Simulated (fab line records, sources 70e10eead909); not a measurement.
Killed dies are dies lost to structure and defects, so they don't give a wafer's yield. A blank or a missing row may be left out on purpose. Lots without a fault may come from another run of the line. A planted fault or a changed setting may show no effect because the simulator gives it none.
fab line records | flow nand_harc
record lots=6 wafers=18 last_day=34
route steps=1302 shown A_CHANNEL_HOLE_D1@486 A_CHANNEL_FILL_D1@490 END@1302
lots that met no fault: from a run of the same line without faults
start_h: hours from the record's first day to the start of the lot's first wafer shown | wait_h: hours since the lot's step before | " the same as in the row above | L1.1+2: a row that stands for several wafers | - no value, or no start given | * or withheld: withheld | < > ~ a bound
route shown NAME@n: a module of which the file shows steps, and the number in the route of the first | usual: mean/standard deviation of fault-free wafers | same: alike in all rows | chamber/n: place in a boat | sites: the reading at each site | _std_site: their standard deviation | _edge_site: outer sites' mean less inner sites' | radius_mm: how far each site lies from the wafer's centre | mask NAME#n: copy n | behind: the tool/chamber that last shaped the wafer | hold: why the lot was held/for how many hours/how that ended | device: the transistor (n, p or np) that didn't switch | end of line: the same wafers' tests at the end of the route | a step without rows: its recipe alone | killed: dies lost to structure and defects at the first sort, not the wafer's yield | map: a wafer's dies, x killed, . not, _ none there
set.NAME: the setting as run; set.NAME@STEP: as run at that earlier step | model.NAME: the simulator's own value behind a step, which no gauge read
lots at some steps of the route; a table a step, a row a wafer
services: from which hour (start_h, from the record's first day; less than 0 if before it) a tool's chamber was out of use, for how many hours, and why
## steps
# step NHARC_A_CHANNEL_HOLE_D1_SRD_29
# step NHARC_A_CHANNEL_HOLE_D1_CD_MEAS_30
# usual cd_nm=90.7/2
# columns lot.wafer tool chamber start_h wait_h cd_nm
L572.2 cd_sem-01 - 247.57 - 90.2
L572.4 " - " " 91.9
L572.5 " - " " 88.7
L577.2 cd_sem-03 - 301.77 - 92.8
L577.3 " - " " 89.7
L577.4 " - " " 90.7
L579.2 cd_sem-02 - 311.35 - 90.8
L579.4 " - " " 92.3
L579.5 " - " " 90.5
L584.1 cd_sem-03 - 361.27 - 93.2
L584.2 " - " " 87.4
L584.4 " - " " 86.7
L585.2 cd_sem-03 - 376.09 - 88.2
L585.4 " - " " 89.1
L585.5 " - " " 91.9
L589.1 cd_sem-02 - 423.56 - 92.8
L589.3 " - " " 88.7
L589.5 " - " " 93.2
# step NHARC_A_CHANNEL_HOLE_D1_XSEM_31
# recipe landing_energy_ev=35000
# usual bot_cd_nm=75.4/2 bow_nm=8.62/0.28 tilt_deg=0.07/0.05
# columns lot.wafer tool chamber start_h wait_h bot_cd_nm bow_nm tilt_deg
L572.2 xsem-01 0 247.66 0.1 75.2 8.81 0.04
L572.4 " 0 " " 76.8 8.85 0.04
L572.5 " 0 " " 72.9 8.88 0.04
L577.2 xsem-01 0 301.86 0.1 77.9 8.56 0.14
L577.3 " 0 " " 74.3 8.47 0.14
L577.4 " 0 " " 74.8 8.52 0.14
L579.2 xsem-02 0 311.44 0.1 75.4 8.73 0.17
L579.4 " 0 " " 76.3 8.71 0.16
L579.5 " 0 " " 74.2 8.67 0.17
L584.1 xsem-02 0 361.36 0.1 78.3 8.04 0.01
L584.2 " 0 " " 72.9 8.03 0.01
L584.4 " 0 " " 71.8 8.08 0.01
L585.2 xsem-02 0 376.18 0.1 72.5 8.20 0.07
L585.4 " 0 " " 73.3 8.19 0.07
L585.5 " 0 " " 75.3 8.07 0.07
L589.1 xsem-02 0 423.65 0.1 78.5 8.61 0.10
L589.3 " 0 " " 73.3 8.67 0.10
L589.5 " 0 " " 78.1 8.66 0.10
# step NHARC_A_CHANNEL_HOLE_D1_INSPECT_40
# usual raw_defect_count=74/25
# columns lot.wafer tool chamber start_h wait_h raw_defect_count
L572.2 defect_inspect-01 - 247.75 - 58
L572.4 " - " " 51
L572.5 " - " " 57
L577.2 defect_inspect-01 - 301.96 - 96
L577.3 " - " " 53
L577.4 " - " " 86
L579.2 defect_inspect-01 - 311.53 - 52
L579.4 " - " " 39
L579.5 " - " " 46
L584.1 defect_inspect-02 - 361.46 - 77
L584.2 " - " " 79
L584.4 " - " " 67
L585.2 defect_inspect-02 - 376.28 - 63
L585.4 " - " " 65
L585.5 " - " " 48
L589.1 defect_inspect-02 - 423.75 - 44
L589.3 " - " " 49
L589.5 " - " " 33
# step NHARC_A_CHANNEL_FILL_D1_PRECLEAN_00
# recipe time_s=* temp_c=50 bath_age_min=0 chemistry=SC1
# step NHARC_A_CHANNEL_FILL_D1_SRD_01
# step NHARC_A_CHANNEL_FILL_D1_ALD_02
# recipe target_thk_a=60 pulse_time_s=10 ald_cycles=60 temp_c=300 material=SiO2
# step NHARC_A_CHANNEL_FILL_D1_ALD_03
# recipe target_thk_a=60 pulse_time_s=60 ald_cycles=58 temp_c=630 pressure_torr=2 material=SiNx
# usual precursor_pulse_height_rel=1.001/0.019
# columns lot.wafer tool chamber start_h wait_h precursor_pulse_height_rel
L572.2 ald_sin_batch-03 0 - - 1.016
L572.4 " 0 " " 1.028
L572.5 " 0 " " 1.015
L577.2 ald_sin_batch-03 0 - - 0.995
L577.3 " 0 " " 0.994
L577.4 " 0 " " 0.957
L579.2 ald_sin_batch-01 0 - - 1.010
L579.4 " 0 " " 1.015
L579.5 " 0 " " 1.017
L584.1 ald_sin_batch-01 0 - - 0.994
L584.2 " 0 " " 0.998
L584.4 " 0 " " 1.020
L585.2 ald_sin_batch-01 0 - - 0.989
L585.4 " 0 " " 1.006
L585.5 " 0 " " 0.973
L589.1 ald_sin_batch-02 0 - - 1.032
L589.3 " 0 " " 0.993
L589.5 " 0 " " 1.032
# step NHARC_A_CHANNEL_FILL_D1_ALD_14
# recipe target_thk_a=25 pulse_time_s=10 ald_cycles=25 temp_c=300 material=SiO2
# usual heater_power_w=449/43 precursor_pulse_height_rel=0.999/0.022
# columns lot.wafer tool chamber start_h wait_h heater_power_w precursor_pulse_height_rel
L572.4 ald_hk-01 0 258.31 3.4 410 0.991
L572.2 " 1 " " 493 0.987
L572.5 " 0 " " 398 0.979
L577.4 ald_hk-03 2 309.15 0.0 501 1.014
L577.3 " 3 " " 446 1.032
L577.2 " 1 " " 399 1.014
L579.4 ald_hk-03 0 318.78 0.1 494 0.994
L579.2 " 2 " " 488 1.020
L579.5 " 0 " " 490 1.011
L584.2 ald_hk-04 2 368.75 0.1 417 1.031
L584.1 " 3 " " 523 1.019
L584.4 " 0 " " 438 1.006
L585.4 ald_hk-01 2 383.61 0.1 433 0.994
L585.2 " 3 " " 403 1.006
L585.5 " 1 " " 471 0.991
L589.3 ald_hk-01 3 431.01 0.1 406 0.974
L589.1 " 1 " " 472 1.000
L589.5 " 3 " " 386 1.011
# step NHARC_A_CHANNEL_FILL_D1_ALD_15
# recipe target_thk_a=20 pulse_time_s=60 ald_cycles=19 temp_c=630 pressure_torr=2 material=SiNx
# step NHARC_A_CHANNEL_FILL_D1_ALD_16
# recipe target_thk_a=15 pulse_time_s=10 ald_cycles=15 temp_c=300 material=SiO2
# usual heater_power_w=449/43 precursor_pulse_height_rel=1.001/0.022
# columns lot.wafer tool chamber start_h wait_h heater_power_w precursor_pulse_height_rel
L572.2 ald_hk-03 3 263.46 0.1 450 0.988
L572.4 " 0 " " 492 0.984
L572.5 " 3 " " 456 0.999
L577.3 ald_hk-03 0 314.33 0.0 489 0.996
L577.2 " 1 " " 394 1.051
L577.4 " 2 " " 497 1.013
L579.4 ald_hk-03 0 323.94 0.1 492 0.999
L579.2 " 2 " " 490 1.016
L579.5 " 3 " " 443 0.990
L584.4 ald_hk-04 2 373.95 0.1 417 0.978
L584.2 " 3 " " 509 0.991
L584.1 " 0 " " 448 1.025
L585.4 ald_hk-01 2 388.78 0.1 426 1.000
L585.2 " 3 " " 405 0.988
L585.5 " 2 " " 428 1.029
L589.1 ald_hk-01 3 436.18 0.0 399 0.968
L589.3 " 2 " " 419 0.954
L589.5 " 0 " " 400 0.999
# step NHARC_A_CHANNEL_FILL_D1_ANNEAL_17
# recipe temp_c=850 time_s=1800
# step NHARC_A_CHANNEL_FILL_D1_CVD_18
# recipe target_thk_a=30 temp_c=550 material=poly-Si
# usual spike_tc_bottom_C=570.2/2.7 spike_tc_centre_C=551.9/1.1 spike_tc_lower_C=550.4/1.2
# columns lot.wafer tool chamber start_h wait_h spike_tc_bottom_C spike_tc_centre_C spike_tc_lower_C
L572.2 lpcvd_poly-03 0 273.27 - 566.6 551.3 549.0
L572.4 " 0 " " 567.1 552.2 548.4
L572.5 " 0 " " 564.3 552.9 547.9
L577.2 lpcvd_poly-02 0 324.22 - 570.5 552.0 550.7
L577.3 " 0 " " 568.6 552.6 551.6
L577.4 " 0 " " 568.8 551.5 550.5
L579.2 lpcvd_poly-04 0 333.62 - 572.6 551.0 550.4
L579.4 " 0 " " 572.7 552.1 550.6
L579.5 " 0 " " 575.5 552.6 551.6
L584.1 lpcvd_poly-03 - 384.56 - - - -
L584.2 " - " " - - -
L584.4 " - " " - - -
L585.2 lpcvd_poly-04 - 400.15 - - - -
L585.4 " - " " - - -
L585.5 " - " " - - -
L589.1 lpcvd_poly-04 0 445.98 - 573.4 553.0 551.1
L589.3 " 0 " " 572.5 553.5 551.1
L589.5 " 0 " " 573.3 552.2 550.3
# step NHARC_A_CHANNEL_FILL_D1_ETCHBACK_19
# recipe target_depth_a=50 time_s=1.7 hbr_flow_sccm=150 cl2_flow_sccm=50 rf_w=400 icp_w=400 bias_w=100 chemistry=HBr/Cl2
# usual drypump_motor_current_A=5.7/0.53 oes_product_au=1.003/0.012 throttle_valve_pct=26.405/0.0086
# columns lot.wafer tool chamber start_h wait_h drypump_motor_current_A oes_product_au rf_hours_counter_h throttle_valve_pct
L572.2 rie_si-01 2 275.34 0.4 6.1 1.015 0.5 26.394
L572.4 " 3 " " 5.3 1.002 0.5 26.407
L572.5 " 1 " " 6.5 1.009 - 26.403
L577.2 rie_si-02 1 326.28 0.4 5.5 1.008 0.2 26.414
L577.3 " 2 " " 6.0 0.998 0.2 26.403
L577.4 " 3 " " 6.2 1.008 0.3 26.414
L579.2 rie_si-02 2 335.68 0.4 6.0 0.998 0.3 26.415
L579.4 " 1 " " 5.5 1.002 0.3 26.411
L579.5 " 3 " " 6.2 1.001 - 26.397
L584.1 rie_si-01 1 386.63 0.4 6.6 1.005 0.1 26.396
L584.4 " 2 " " 6.1 1.008 0.1 26.401
L584.2 " 3 " " 5.3 1.022 0.0 26.404
L585.2 rie_si-02 1 402.23 0.4 5.4 1.001 0.6 26.396
L585.4 " 2 " " 6.0 0.995 0.7 26.387
L585.5 " 0 " " 5.7 1.003 - 26.401
L589.1 rie_si-06 3 448.07 0.4 5.2 0.992 0.1 26.418
L589.3 " 0 " " 4.8 1.005 0.1 26.407
L589.5 " 3 " " 5.2 0.996 - 26.412
# step NHARC_END_SORT_01
# recipe temp_c=25
# usual killed_at_array=54/17 killed_at_other=0.7/1 killed_at_periphery=3.7/2.9 killed_dies=58/16 killed_open=3.2/1.9 killed_short=2.2/1.5
# same gross_dies=677
# columns lot.wafer tool chamber start_h wait_h killed_at_array killed_at_other killed_at_periphery killed_dies killed_open killed_short
L584.1 prober-01 0 736.09 2.5 676 0 1 677 2 2
L584.2 prober-01 0 736.88 2.8 676 0 1 677 4 0
L584.4 prober-01 0 738.46 3.4 672 1 4 677 3 3
L585.2 prober-02 0 751.33 2.8 670 0 7 677 5 1
L585.4 prober-02 0 752.94 3.4 670 1 6 677 2 1
L585.5 prober-02 0 753.75 3.7 669 0 8 677 3 1
# killed by level:class
L584.1 A_CHANNEL_FILL_D1:area_cvd=595 A_CHANNEL_HOLE_D1:chamber_film_flake=29 A_CHANNEL_HOLE_D2:chamber_film_flake=24 A_SLIT:chamber_film_flake=12 A_CONTACT:chamber_film_flake=5 A_SGD_CUT:chamber_film_flake=3 A_WL_FILL:chamber_film_flake=2 P_M1:geometric_particle:open=1
L584.2 A_CHANNEL_FILL_D1:area_cvd=583 A_SLIT:chamber_film_flake=34 A_CHANNEL_HOLE_D1:chamber_film_flake=33 A_CHANNEL_HOLE_D2:chamber_film_flake=13 A_CONTACT:chamber_film_flake=6 A_CHANNEL_FILL_D1:geometric_particle:open=1 A_ONON_D2:geometric_particle:open=1 A_WL_FILL:geometric_particle:open=1
L584.4 A_CHANNEL_FILL_D1:area_cvd=584 A_CHANNEL_HOLE_D1:chamber_film_flake=30 A_SLIT:chamber_film_flake=30 A_CHANNEL_HOLE_D2:chamber_film_flake=15 A_SGD_CUT:chamber_film_flake=7 A_CONTACT:chamber_film_flake=2 P_CONTACT:geometric_particle:short=1 P_M0:geometric_particle:open=1
L585.2 A_CHANNEL_FILL_D1:area_cvd=622 A_SLIT:chamber_film_flake=26 A_CHANNEL_HOLE_D1:chamber_film_flake=12 A_STAIRCASE:chamber_film_flake=3 A_CONTACT:chamber_film_flake=3 P_GATE:geometric_particle:open=2 P_CONTACT:chamber_film_flake=2 A_WL_FILL:geometric_particle:short=1
L585.4 A_CHANNEL_FILL_D1:area_cvd=621 A_SLIT:chamber_film_flake=37 A_CHANNEL_HOLE_D1:chamber_film_flake=4 A_STAIRCASE:chamber_film_flake=4 P_CONTACT:chamber_film_flake=2 A_CONTACT:chamber_film_flake=2 P_STI:geometric_particle:open=1 A_CHANNEL_FILL_D1:geometric_particle:short=1
L585.5 A_CHANNEL_FILL_D1:area_cvd=618 A_SLIT:chamber_film_flake=30 A_CONTACT:chamber_film_flake=9 A_CHANNEL_HOLE_D1:chamber_film_flake=6 P_CONTACT:chamber_film_flake=4 P_M1:chamber_film_flake=2 A_STAIRCASE:chamber_film_flake=2 A_ONON_D1:geometric_particle:open=1
# map L584.1 (x killed, . not)
____________x____________
_________xxxxxxx_________
_______xxxxxxxxxxx_______
______xxxxxxxxxxxxx______
_____xxxxxxxxxxxxxxx_____
____xxxxxxxxxxxxxxxxx____
____xxxxxxxxxxxxxxxxx____
___xxxxxxxxxxxxxxxxxxx___
___xxxxxxxxxxxxxxxxxxx___
__xxxxxxxxxxxxxxxxxxxxx__
__xxxxxxxxxxxxxxxxxxxxx__
_xxxxxxxxxxxxxxxxxxxxxxx_
_xxxxxxxxxxxxxxxxxxxxxxx_
_xxxxxxxxxxxxxxxxxxxxxxx_
_xxxxxxxxxxxxxxxxxxxxxxx_
_xxxxxxxxxxxxxxxxxxxxxxx_
xxxxxxxxxxxxxxxxxxxxxxxxx
xxxxxxxxxxxxxxxxxxxxxxxxx
xxxxxxxxxxxxxxxxxxxxxxxxx
xxxxxxxxxxxxxxxxxxxxxxxxx
xxxxxxxxxxxxxxxxxxxxxxxxx
_xxxxxxxxxxxxxxxxxxxxxxx_
_xxxxxxxxxxxxxxxxxxxxxxx_
_xxxxxxxxxxxxxxxxxxxxxxx_
_xxxxxxxxxxxxxxxxxxxxxxx_
_xxxxxxxxxxxxxxxxxxxxxxx_
__xxxxxxxxxxxxxxxxxxxxx__
__xxxxxxxxxxxxxxxxxxxxx__
___xxxxxxxxxxxxxxxxxxx___
___xxxxxxxxxxxxxxxxxxx___
____xxxxxxxxxxxxxxxxx____
____xxxxxxxxxxxxxxxxx____
_____xxxxxxxxxxxxxxx_____
______xxxxxxxxxxxxx______
_______xxxxxxxxxxx_______
_________xxxxxxx_________
____________x____________
# map L585.2 (x killed, . not)
____________x____________
_________xxxxxxx_________
_______xxxxxxxxxxx_______
______xxxxxxxxxxxxx______
_____xxxxxxxxxxxxxxx_____
____xxxxxxxxxxxxxxxxx____
____xxxxxxxxxxxxxxxxx____
___xxxxxxxxxxxxxxxxxxx___
___xxxxxxxxxxxxxxxxxxx___
__xxxxxxxxxxxxxxxxxxxxx__
__xxxxxxxxxxxxxxxxxxxxx__
_xxxxxxxxxxxxxxxxxxxxxxx_
_xxxxxxxxxxxxxxxxxxxxxxx_
_xxxxxxxxxxxxxxxxxxxxxxx_
_xxxxxxxxxxxxxxxxxxxxxxx_
_xxxxxxxxxxxxxxxxxxxxxxx_
xxxxxxxxxxxxxxxxxxxxxxxxx
xxxxxxxxxxxxxxxxxxxxxxxxx
xxxxxxxxxxxxxxxxxxxxxxxxx
xxxxxxxxxxxxxxxxxxxxxxxxx
xxxxxxxxxxxxxxxxxxxxxxxxx
_xxxxxxxxxxxxxxxxxxxxxxx_
_xxxxxxxxxxxxxxxxxxxxxxx_
_xxxxxxxxxxxxxxxxxxxxxxx_
_xxxxxxxxxxxxxxxxxxxxxxx_
_xxxxxxxxxxxxxxxxxxxxxxx_
__xxxxxxxxxxxxxxxxxxxxx__
__xxxxxxxxxxxxxxxxxxxxx__
___xxxxxxxxxxxxxxxxxxx___
___xxxxxxxxxxxxxxxxxxx___
____xxxxxxxxxxxxxxxxx____
____xxxxxxxxxxxxxxxxx____
_____xxxxxxxxxxxxxxx_____
______xxxxxxxxxxxxx______
_______xxxxxxxxxxx_______
_________xxxxxxx_________
____________x____________
## services
# columns tool chamber start_h hours kind
ald_hk-03 0 226.46 - clean
ald_hk-03 1 226.46 - clean
ald_hk-03 2 226.46 - clean
ald_hk-03 3 226.46 - clean
rie_si-02 1 235.44 6.5 repair
ald_hk-01 - 247.90 1.9 repair
rie_si-06 - 249.00 9.0 pm
ald_hk-04 - 254.66 10.0 pm
ald_sin_batch-02 - 269.05 26.0 pm
rie_si-02 - 277.00 9.0 pm
ald_hk-01 - 297.17 10.0 pm
ald_hk-01 0 297.17 10.0 vent_cycle
ald_hk-01 1 297.17 10.0 vent_cycle
ald_hk-01 2 297.17 10.0 vent_cycle
ald_hk-01 3 297.17 10.0 vent_cycle
rie_si-06 1 309.15 17.4 repair
rie_si-01 - 370.00 9.0 pm
xsem-01 - 374.00 14.0 pm
rie_si-02 1 382.18 15.1 repair
lpcvd_poly-03 - 386.24 26.0 pm
rie_si-06 - 426.00 9.0 pm
ald_hk-03 - 427.00 0.8 repair
rie_si-02 2 435.59 5.0 repair
ald_sin_batch-02 - 438.58 2.6 repair
## key
first_sign step=NHARC_A_CHANNEL_FILL_D1_CVD_18 reading=tool_record direction=missing
effect step=NHARC_END_SORT_01 reading=killed_dies direction=up sigmas=38 usual=58 struck=677
more_kills_born_at NHARC_A_CHANNEL_FILL_D1_CVD_18@lpcvd_poly-04=1861 NHARC_A_CHANNEL_FILL_D1_CVD_18@lpcvd_poly-03=1762
met_at NHARC_A_CHANNEL_FILL_D1_CVD_18
struck_wafers L584.1,L584.2,L584.4,L585.2,L585.4,L585.5
later_rows_left_out L584.1,L584.2,L584.4,L585.2,L585.4,L585.5
tester_left_out L584,L585
onset_between 333.62 384.56
fault kind=skipped_step_whole tool=lpcvd_poly-03,lpcvd_poly-04 chamber=- onset_h=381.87 steps=NHARC_A_CHANNEL_FILL_D1_CVD_18 scope=struck_lots_only
# tester_left_out: of these lots the tester's yield and bins aren't shown, on N5 and GAA mostly nor the transistor test; their killed dies are dies lost to structure and defects alone, not to doping, threshold or leakage, so they don't give the yield
# later_rows_left_out: the simulator's readings of these wafers behind a module that went badly wrong aren't trusted and aren't shown, but for the sort
